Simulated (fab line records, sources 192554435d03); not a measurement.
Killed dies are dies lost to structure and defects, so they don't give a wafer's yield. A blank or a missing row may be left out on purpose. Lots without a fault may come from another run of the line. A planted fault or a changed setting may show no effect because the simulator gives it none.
Which tool did it? | flow n5_finfet | 9 lots, 27 wafers sampled, at 3 steps of a route of 1938

WHAT THE GAUGES READ, wafer by wafer
N5_ILD0_INSPECT_06: inspects for defects (darkfield).
lot  | measured    | on                | raw_defect_count
L496 | day 3 23:26 | defect_inspect-01 | 30 40 41
L499 | day 4 16:53 | defect_inspect-02 | 40 24 17
L503 | day 5 16:59 | defect_inspect-01 | 35 28 53
L506 | day 6 11:35 | defect_inspect-01 | 43 20 24
L507 | day 6 17:46 | defect_inspect-01 | 399 441 411
L510 | day 7 12:32 | defect_inspect-02 | 369 447 392
L513 | day 8 11:48 | defect_inspect-01 | 41 86 39
L514 | day 8 10:16 | defect_inspect-01 | 41 38 40
L517 | day 9 06:50 | defect_inspect-02 | 44 51 46

WHICH TOOL RAN EACH LOT (tool, then ch and the chambers of the sampled wafers, then the start)
lot  | N5_SD_EPI_P_DESCUM_14             | N5_ILD0_CMP_12
L496 | rie_diel-03 ch 1,3, day 3 12:32   | cmp-02 ch 1,2,3, day 3 23:07
L499 | rie_diel-03 ch 2,3, day 4 05:31   | cmp-03 ch 1,2, day 4 16:36
L503 | rie_diel-03 ch 1,2, day 5 05:14   | cmp-02 ch 2,3, day 5 16:40
L506 | rie_diel-05 ch 1,2,3, day 6 00:38 | cmp-02 ch 0,1,3, day 6 11:16
L507 | rie_diel-03 ch 0,1,3, day 6 06:54 | cmp-02 ch 0,2,3, day 6 17:29
L510 | rie_diel-06 ch 0,1,3, day 7 01:29 | cmp-02 ch 0,2,3, day 7 12:17
L513 | rie_diel-06 ch 1,2, day 7 19:19   | cmp-01 ch 1,2, day 8 11:29
L514 | rie_diel-03 ch 0,2, day 7 23:11   | cmp-03 ch 1,2,3, day 8 10:01
L517 | rie_diel-03 ch 0,1, day 8 18:38   | cmp-03 ch 1,2,3, day 9 06:32
- N5_SD_EPI_P_DESCUM_14: chemistry O2, time 7.9 s.
- N5_ILD0_CMP_12: polishes SiNx, stops on poly-Si, t overpolish 6 s, target thk 17.67 nm.

THE ANSWER, worked out from the rows above alone
Rule: what is usual is taken from the lots themselves. Put in order of their means at a reading, lots are off if they are a third of the lots or fewer, leave a main group of 4 or more, and stand apart from it by a gap of 3 or more times the standard deviation of the main group's means; of several such gaps the widest counts. A main group whose means are all the same, to the digits that the tables above print for the reading, isn't used. A lot without any number at a reading at which 4 lots or more have one is off too. The other lots that the step has rows for count as sound.
Off: L507, L510, at N5_ILD0_INSPECT_06 (raw_defect_count). The main group: mean 39, standard deviation 9.1.
A tool fits if, at a process step before that reading, it ran every lot that is off, and no sound lot after the first of them. The gauges at N5_ILD0_INSPECT_06 are tried like those tools. One fits: cmp-02 at N5_ILD0_CMP_12. Its last sound lot is L506 (day 6 11:16), its first lot that is off L507 (day 6 17:29): a fault that began between those two fits.

WHAT THE SIMULATOR HAD PUT IN
Chamber particle source: cmp-02, from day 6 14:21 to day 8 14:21, at N5_ILD0_CMP_12. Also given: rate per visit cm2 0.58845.
Lots struck among those shown: L507, L510. The rule above found the same.
